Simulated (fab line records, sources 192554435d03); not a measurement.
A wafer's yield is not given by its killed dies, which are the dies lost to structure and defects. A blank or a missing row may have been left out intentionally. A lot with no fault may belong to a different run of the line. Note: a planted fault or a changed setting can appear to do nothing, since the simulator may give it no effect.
A struck lot beside a sound one ; flow n5 finfet ; 15 out of 1938 route steps
Sound: these wafers, L243.4, L243.5, L243.6. Struck: wafer L231.1 (left out: L231.2, L231.4 of the same lot, which were not struck); the cause appears at the end.
For every step that has rows: the tool of each side, followed by ch and its chambers, followed by its first start. Under that, the readings that differ: sound wafers ; struck wafers ; difference of the means ; sigmas: that difference in standard deviations of wafers without a fault.
alike: words and numbers the same on both sides, and readings whose means are apart by under 2 such deviations; not compared: readings that were withheld, readings missing a value for some wafer, numbers with overlapping values and no deviation given by the record, and bounds like >300 which may hide the same value.
A row with sigmas, a row that says differs or no value, or rows on one side alone: a step with any of these is where the two part. Numbers that don't overlap but have no deviation are shown without sigmas and don't part them. Lack of a reading on every wafer of one side parts them only where that side has two or more wafers.

N5_BEOL_M6_STRIP_80: strips in N2/H2, time 10 s.
  sound: rie diel-03 ch 0,1; struck: rie diel-06 ch 0
reading;sound;struck;difference;sigmas
throttle valve pct (%);24.5 24.5 23.7;23.1;-1.1;-3
  alike: drypump motor current A, oes product au, rf vpp V, showerhead plenum p Torr
  not compared: rf hours counter h
N5_BEOL_M6_OCD_MEAS_38:
  sound on ocd-02, day 14 03:46; struck on ocd-01, day 11 09:56
  alike: trench depth nm
then, 4 steps without rows for these wafers: N5_BEOL_M6_HM_STRIP_39 (strips TiN in peroxide tin strip, target depth 25 nm, time 158 s); N5_BEOL_M6_SRD_40 (time 30 s); N5_BEOL_M6_PRECLEAN_42 (cleans in residue remover, time 60 s); N5_BEOL_M6_SRD_43 (time 30 s).
N5_BEOL_M6_CD_MEAS_35: target cd 40 nm, target cd y 28 nm.
  sound on cd sem-02, day 14 03:55; struck on cd sem-02, day 11 10:05
  alike: cd nm
N5_BEOL_M6_CURE_75: cures SiCOH lowk, time 120 s.
  sound on uv cure-03 ch 2, day 14 04:08; struck on uv cure-03 ch 1, day 11 10:08
  alike: lamp power pct, wafer_temp_C_max
then, 1 step without rows for these wafers: N5_BEOL_M6_DEGAS_44 (time 60 s).
N5_BEOL_M6_PRE_CLEAN_45: time 30 s.
  sound on pvd sputter-03, day 14 04:22; struck on pvd sputter-01, day 11 10:32
  alike: heater power w
N5_BEOL_M6_ALD_77: deposits TaN, target thk 2 nm, pulse time 2 s, purge time 3 s.
  sound on ald metal-02 ch 0,1, day 14 04:29; struck on ald metal-02 ch 0, day 11 10:36
  alike: heater power w
N5_BEOL_M6_SURFACE_TREAT_79:
  sound on pvd sputter-01, day 14 05:06; struck on pvd sputter-02, day 11 11:00
  not compared: throttle valve pct
N5_BEOL_M6_CVD_78: deposits Co from CCTBA/H2, target thk 2 nm, time 142.3 s.
  sound on cvd co-01 ch 0,1,2, day 14 05:13; struck on cvd co-02 ch 1, day 11 11:04
reading;sound;struck;difference;sigmas
run length s (s);165.1 165.2 164.7;208.1;+43.1;+99 or more
then, 1 step without rows for these wafers: N5_BEOL_M6_SPUTTER_48 (material Cu, target thk 10 nm, time 1.667 s).
-- the record jumps here: 4 days lie between the struck wafers' starts before and after (it left off in module BEOL_M6 and takes up again in module PASSIVATION, whose first step shown is number 1936 of the route) --
N5_PASSIVATION_PROBE_49:
  sound on prober-02, day 17 16:34; struck on prober-01, day 15 00:32
  alike: defect limited yield, killed_at_M0_to_M3, killed_at_M4_up, killed at contacts, killed at front end, killed at other, killed dies, killed open, killed short, sort_bin_4_leakage, sort_bin_5_function, sort_bin_6_memory, sort n pass, sort yield pct

## WHERE THEY PART
At N5_BEOL_M6_STRIP_80 first; at N5_BEOL_M6_CVD_78 last (within this record only). Later steps at which nothing parts them and some readings are alike: N5_PASSIVATION_PROBE_49.

WHY: the cause the simulator had injected
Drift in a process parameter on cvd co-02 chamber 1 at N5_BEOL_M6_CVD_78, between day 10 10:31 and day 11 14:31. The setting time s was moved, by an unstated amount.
